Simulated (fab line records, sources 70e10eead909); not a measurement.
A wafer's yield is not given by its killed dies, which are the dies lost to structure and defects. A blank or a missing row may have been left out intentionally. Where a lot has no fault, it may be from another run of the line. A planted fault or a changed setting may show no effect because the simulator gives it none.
Which of the tools did it? -- flow nand_harc -- 14 lots with 42 wafers sampled at 5 steps, on a route of 1302 steps

WHAT EACH GAUGE READ, for each wafer
NHARC_A_CHANNEL_HOLE_D2_CD_MEAS_18. Usual: 99.5 nm for cd_nm, sd 2.2.
lot,measured,on,cd_nm (nm),flag
L749,day 13 12:16,cd_sem-02,96.9 99.9 99.9,
L753,day 15 03:11,cd_sem-02,99.3 100.3 103.4,
L754,day 15 04:37,cd_sem-03,105.7 97.7 95.8,
L755,day 16 10:37,cd_sem-03,100.2 100.9 100.7,
L757,day 16 11:15,cd_sem-02,100.0 100.0 101.9,
L756,day 16 12:01,cd_sem-01,97.3 102.6 95.9,
L758,day 17 09:53,cd_sem-02,97.3 102.8 96.4,
L766,day 19 22:00,cd_sem-02,99.1 97.3 95.5,
L768,day 20 20:58,cd_sem-02,98.4 100.9 98.0,
L767,day 20 21:07,cd_sem-01,101.9 96.1 98.6,
L769,day 21 14:00,cd_sem-01,97.9 100.4 94.4,
L770,day 22 18:55,cd_sem-01,98.6 100.5 101.7,
L772,day 22 19:04,cd_sem-03,99.4 100.7 101.6,
L771,day 22 19:26,cd_sem-02,99.4 93.7 97.5,

NHARC_END_SORT_01. Usual: killed_at_array 57, standard deviation 17; killed_at_other 0.5, standard deviation 0.82; killed_at_periphery 4.0, standard deviation 2.8; killed_dies 61, standard deviation 18; killed_open 2.9, standard deviation 2; killed_short 2.3, standard deviation 1.7.
lot,measured,on,killed_at_array,killed_at_other,killed_at_periphery,killed_dies,killed_open,killed_short,flag
L757,day 27 21:50,prober-02,63 78 75,2 2 2,1 2 0,66 82 77,1 6 2,0 7 3,
L756,day 27 14:05,prober-02,52 57 46,1 0 0,2 2 3,55 59 49,6 4 4,1 0 1,
L768,day 32 02:22,prober-02,77 77 54,4 0 1,2 8 4,83 85 59,4 4 3,1 0 2,
L767,day 31 23:53,prober-01,53 51 58,0 0 0,6 5 8,59 56 66,4 3 4,4 2 4,

WHICH TOOL RAN EACH LOT (tool, then ch and the chambers of the sampled wafers, then the start)
lot,NHARC_A_CHANNEL_FILL_D2_PRECLEAN_00,NHARC_A_CHANNEL_FILL_D2_ALD_02,NHARC_A_CHANNEL_FILL_D2_ALD_03
L749,"wet_bench-09 ch 1,2,6, day 13 18:21","ald_hk-02 ch 0,1,3, day 13 18:29","ald_sin_batch-02 ch 0, no start"
L753,"wet_bench-01 ch 2,6,7, day 15 09:01","ald_hk-04 ch 1,2,3, day 15 09:35","ald_sin_batch-02 ch 0, no start"
L754,"wet_bench-01 ch 4,6,7, day 15 10:35","ald_hk-04 ch 0,2,3, day 15 10:43","ald_sin_batch-02 ch 0, no start"
L755,"wet_bench-09 ch 0,5,6, day 16 16:27","ald_hk-02 ch 0,1,2, day 16 16:44","ald_sin_batch-01 ch 0, no start"
L757,"wet_bench-01 ch 0,2,7, day 16 17:05","ald_hk-03 ch 0,1, day 16 17:13","ald_sin_batch-01 ch 0, day 27 21:50 or earlier"
L756,"wet_bench-01 ch 3,4,7, day 16 20:37","ald_hk-03 ch 0,2,3, day 16 20:50","ald_sin_batch-01 ch 0, day 27 14:05 or earlier"
L758,"wet_bench-01 ch 1,4,5, day 17 15:45","ald_hk-02 ch 1,2,3, day 17 16:04","ald_sin_batch-03 ch 0, no start"
L766,"wet_bench-06 ch 1,3,7, day 20 04:14","ald_hk-03 ch 0,1,2, day 20 04:27","ald_sin_batch-01 ch 0, no start"
L768,"wet_bench-01 ch 1,2,4, day 21 02:56","ald_hk-03 ch 2,3, day 21 03:04","ald_sin_batch-01 ch 0, day 32 02:22 or earlier"
L767,"wet_bench-09 ch 0,2,7, day 21 05:51","ald_hk-04 ch 0,1,3, day 21 06:00","ald_sin_batch-02 ch 0, day 31 23:53 or earlier"
L769,"wet_bench-01 ch 0,1,7, day 21 19:50","ald_hk-02 ch 1,2, day 21 19:58","ald_sin_batch-02 ch 0, no start"
L770,"wet_bench-06 ch 0,5,6, day 23 00:45","ald_hk-03 ch 0,2,3, day 23 00:53","ald_sin_batch-02 ch 0, no start"
L772,"wet_bench-01 ch 1,3,5, day 23 00:55","ald_hk-04 ch 0,1,3, day 23 01:08","ald_sin_batch-02 ch 0, no start"
L771,"wet_bench-01 ch 1,2,4, day 23 04:55","ald_hk-03 ch 0,2,3, day 23 05:08","ald_sin_batch-01 ch 0, no start"
- NHARC_A_CHANNEL_FILL_D2_PRECLEAN_00: cleans in SC1.
- NHARC_A_CHANNEL_FILL_D2_ALD_02: deposits SiO2, target thk 6 nm, pulse time 10 s, ald cycles 60.
- NHARC_A_CHANNEL_FILL_D2_ALD_03: deposits SiNx, target thk 6 nm, pulse time 60 s, ald cycles 58.

WHAT THE TOOLS THEMSELVES READ (means of the sampled wafers that have a number; where no wafer has one, the mark that the record gives instead)
NHARC_A_CHANNEL_FILL_D2_PRECLEAN_00. Usual: bath_guard_temp_C 49.9 C, standard deviation 0.42; h2o2_flow_mL_min 56.62, standard deviation 0.15.
lot,tool,bath_guard_temp_C (C),h2o2_flow_mL_min,flag
L749,wet_bench-09,49.3,56.62,
L753,wet_bench-01,50.0,56.79,
L754,wet_bench-01,49.8,56.60,
L755,wet_bench-09,49.7,56.54,
L757,wet_bench-01,-,-,OFF
L756,wet_bench-01,-,-,OFF
L758,wet_bench-01,-,-,OFF
L766,wet_bench-06,49.7,56.66,
L768,wet_bench-01,50.0,56.78,
L767,wet_bench-09,49.7,56.73,
L769,wet_bench-01,49.8,56.77,
L770,wet_bench-06,49.6,56.71,
L772,wet_bench-01,50.0,56.67,
L771,wet_bench-01,50.1,56.64,

NHARC_A_CHANNEL_FILL_D2_ALD_02. Usual: heater_power_w 480 W, standard deviation 45; precursor_pulse_height_rel 0.998, standard deviation 0.021.
lot,tool,heater_power_w (W),precursor_pulse_height_rel,flag
L749,ald_hk-02,472,0.991,
L753,ald_hk-04,493,1.033,
L754,ald_hk-04,468,0.993,
L755,ald_hk-02,487,0.984,
L757,ald_hk-03,490,1.011,
L756,ald_hk-03,515,1.012,
L758,ald_hk-02,514,0.993,
L766,ald_hk-03,505,1.000,
L768,ald_hk-03,509,1.001,
L767,ald_hk-04,463,1.005,
L769,ald_hk-02,517,1.005,
L770,ald_hk-03,488,1.007,
L772,ald_hk-04,465,1.031,
L771,ald_hk-03,493,0.994,

NHARC_A_CHANNEL_FILL_D2_ALD_03. Usual: 0.999 for precursor_pulse_height_rel, sd 0.022.
lot,tool,precursor_pulse_height_rel,flag
L749,ald_sin_batch-02,1.001,
L753,ald_sin_batch-02,1.008,
L754,ald_sin_batch-02,1.005,
L755,ald_sin_batch-01,1.006,
L757,ald_sin_batch-01,1.001,
L756,ald_sin_batch-01,1.013,
L758,ald_sin_batch-03,1.004,
L766,ald_sin_batch-01,1.021,
L768,ald_sin_batch-01,1.019,
L767,ald_sin_batch-02,0.991,
L769,ald_sin_batch-02,0.991,
L770,ald_sin_batch-02,0.988,
L772,ald_sin_batch-02,1.004,
L771,ald_sin_batch-01,1.006,

THE ANSWER, worked out from the rows above alone
Rule: lot off if the mean of its wafers having a number is beyond 3 standard deviations from the usual mean. Also off: a lot with no number at a reading for which 4 or more lots have one. The other lots that the step has rows for count as sound. After the gauges, taken in route order, come the tools' own readings; for these a lot's mean is taken, as printed above. At the first step where some lot is off, the reading lying furthest off is the one used; lots without a number count as furthest.
Off: L757, L756, L758 (NHARC_A_CHANNEL_FILL_D2_PRECLEAN_00, bath_guard_temp_C). Without a number there: L757, L756, L758.
If a tool, at that step or one of the process steps before it, ran each lot that is off and ran no sound lot following the first of them, it fits. Not one of the candidates tried fits.

WHAT HAD BEEN PUT IN BY THE SIMULATOR
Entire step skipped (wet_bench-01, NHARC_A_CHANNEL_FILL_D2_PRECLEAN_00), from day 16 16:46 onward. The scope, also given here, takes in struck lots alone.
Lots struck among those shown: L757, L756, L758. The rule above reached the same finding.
